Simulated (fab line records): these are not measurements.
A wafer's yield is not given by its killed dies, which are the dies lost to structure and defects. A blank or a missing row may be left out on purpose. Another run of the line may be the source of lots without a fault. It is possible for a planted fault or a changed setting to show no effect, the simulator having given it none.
Chamber matching | flow n5-finfet | N5_HKMG_FIN_ETCH_67 on rie-diel-05 has 4 sister chambers
The step etches SOC in N2/H2, stops on TiN, target depth 388.9 nm. 4 wafers are shown with their chamber, then 9 later ones without.

EACH WAFER AND ITS CHAMBER
wafer  | chamber | showerhead-plenum-p-Torr (Torr)
L091.1 | 3       | 2.49
L092.2 | 2       | 2.51
L092.4 | 0       | 2.66
L092.5 | 1       | 2.57

WAFERS WITH NO CHAMBER GIVEN
wafer  | showerhead-plenum-p-Torr (Torr)
L095.2 | 2.65
L095.4 | 2.50
L095.6 | 2.65
L096.3 | 2.65
L096.4 | 2.57
L096.5 | 2.49
L097.4 | 2.49
L097.5 | 2.50
L097.6 | 2.57

WHICH CHAMBER EACH WENT THROUGH
wafer  | from the rows above     | in truth
L095.2 | 0                       | 0
L095.4 | can't be placed: 2 or 3 | 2
L095.6 | 0                       | 0
L096.3 | 0                       | 0
L096.4 | 1                       | 1
L096.5 | 3                       | 3
L097.4 | 3                       | 3
L097.5 | can't be placed: 2 or 3 | 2
L097.6 | 1                       | 1
Correct placement for 7 of the 9. From these rows, 2 cannot be placed; in 2 the true chamber is one of the candidates. Number placed wrongly: 0.
How it was worked out, from the rows above alone: a wafer's distance from a chamber is the root of the sum, over the readings, of the square of ((its reading less the chamber's mean) divided by the reading's scatter). If the next closest chamber is less than 2 further off than the closest, the wafer can't be placed; otherwise it belongs to the closest. A chamber's mean is the mean of its shown wafers. The scatter: with one shown wafer a chamber, the root of the mean of the squares of how far each hidden wafer lies from its nearest shown one.
